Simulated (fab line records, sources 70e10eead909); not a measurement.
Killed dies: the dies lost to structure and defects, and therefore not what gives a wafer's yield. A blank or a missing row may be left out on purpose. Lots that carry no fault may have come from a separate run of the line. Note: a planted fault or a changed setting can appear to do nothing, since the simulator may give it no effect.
3 desks, one fault + flow nand-harc + numbers are kept per desk, each desk with only its own; the story behind them comes last

AT THE METROLOGY DESK
Lot by lot, what the gauges showed, no matter which tool ran the lot: averages of those sampled wafers that carry a number. Any lot whose mean is over 4 standard deviations away from the usual mean is out of limits and marked OUT; that distance is given in the brackets.
Columns: A = cd-nm at NHARC_A_CHANNEL_HOLE_D2_CD_MEAS_10, usual 99.5 nm
| lot  | first seen here | A     |
|------|-----------------|-------|
| L677 | day 13 23:18    | 99.4  |
| L678 | day 14 01:13    | 99.0  |
| L681 | day 15 00:20    | 99.4  |
| L682 | day 15 13:22    | 99.7  |
| L683 | day 16 13:49    | 99.5  |
| L684 | day 16 15:11    | 98.6  |
| L685 | day 17 05:50    | 100.2 |
| L687 | day 17 13:50    | 100.0 |
| L688 | day 18 02:56    | 99.5  |
| L691 | day 19 07:01    | 99.9  |
| L698 | day 22 08:17    | 98.7  |
| L699 | day 23 12:17    | 99.5  |
This desk found nothing out of limits on any of the 12 lots.

THE DEFECT DESK
Per lot, the means of the sampled wafers with a number show what the inspections along the route counted. Any lot whose mean is over 4 standard deviations away from the usual mean is out of limits and marked OUT; that distance is given in the brackets.
Columns: A = raw-defect-count at NHARC_A_CHANNEL_HOLE_D2_INSPECT_12, usual 25; B = raw-defect-count at NHARC_A_CHANNEL_HOLE_D2_INSPECT_40, usual 290
| lot  | first seen here | A  | B              |
|------|-----------------|----|----------------|
| L677 | day 13 23:26    | 7  | 254            |
| L678 | day 14 01:21    | 55 | 359            |
| L681 | day 15 00:28    | 9  | 273            |
| L682 | day 15 13:31    | 7  | 395            |
| L683 | day 16 13:56    | 9  | 318            |
| L684 | day 16 15:19    | 56 | 290            |
| L685 | day 17 05:58    | 12 | 394            |
| L687 | day 17 13:58    | 49 | 708 (+5.0) OUT |
| L688 | day 18 03:04    | 13 | 740 (+5.4) OUT |
| L691 | day 19 07:08    | 15 | 305            |
| L698 | day 22 08:24    | 30 | 270            |
| L699 | day 23 12:25    | 5  | 241            |
This desk finds L687, L688 out of limits, L687 being first, at day 17 21:16 (raw-defect-count at NHARC_A_CHANNEL_HOLE_D2_INSPECT_40). L677, L678, L681, L682, L683, L684, L685, L691, L698, L699: within limits.

FOR THE TOOL OWNER'S DESK: rie-diel-06
The tool's own readings at NHARC_A_CHANNEL_HOLE_D2_ETCH_39 (etches the open film in N2/H2, target depth 260 nm, time 325 s): means of the sampled wafers that have a number, for each lot that ran on this tool. Any lot whose mean is over 4 standard deviations away from the usual mean is out of limits and marked OUT; that distance is given in the brackets.
Columns: A = drypump-motor-current-A at NHARC_A_CHANNEL_HOLE_D2_ETCH_39, usual 5.5 A; B = oes-product-au at NHARC_A_CHANNEL_HOLE_D2_ETCH_39, usual 1.002 a.u.; C = rf-vpp-V at NHARC_A_CHANNEL_HOLE_D2_ETCH_39, usual 430.7 V; D = showerhead-plenum-p-Torr at NHARC_A_CHANNEL_HOLE_D2_ETCH_39, usual 2.05 Torr; E = throttle-valve-pct at NHARC_A_CHANNEL_HOLE_D2_ETCH_39, usual 14.171 %
| lot  | first seen here | A   | B     | C     | D    | E      |
|------|-----------------|-----|-------|-------|------|--------|
| L682 | day 15 13:44    | 5.4 | 1.002 | 430.6 | 2.06 | 14.172 |
| L683 | day 16 14:11    | 5.4 | 0.995 | 431.0 | 2.08 | 14.165 |
| L685 | day 17 06:11    | 5.2 | 0.998 | 432.1 | 2.08 | 14.175 |
| L687 | day 17 14:16    | 5.4 | 0.998 | 431.4 | 2.06 | 14.167 |
| L688 | day 18 03:19    | 5.3 | 1.000 | 432.2 | 2.09 | 14.173 |
| L698 | day 22 08:38    | 5.3 | 0.997 | 432.0 | 2.08 | 14.164 |
| L699 | day 23 12:40    | 5.4 | 0.991 | 431.3 | 2.05 | 14.178 |
This desk found nothing out of limits on any of the 7 lots.

TAKEN TOGETHER
The defect desk could have raised an alarm at day 17 21:16, on L687, L688.
Metrology desk: nothing out of limits seen.
The tool owner's desk saw nothing out of limits.
The metrology desk has L687, L688 on record, within its limits.
The tool owner's desk has L687, L688 on record, within its limits.
NHARC_A_CHANNEL_HOLE_D2_ETCH_39 was run on rie-diel-06 by each of the lots named.

WHAT THE SIMULATOR HAD INSERTED
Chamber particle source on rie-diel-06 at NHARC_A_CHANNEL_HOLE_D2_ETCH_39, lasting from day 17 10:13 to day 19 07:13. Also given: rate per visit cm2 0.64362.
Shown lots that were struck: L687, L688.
Hours from the fault's start to each desk's first reading out of limits: the defect desk, 11.
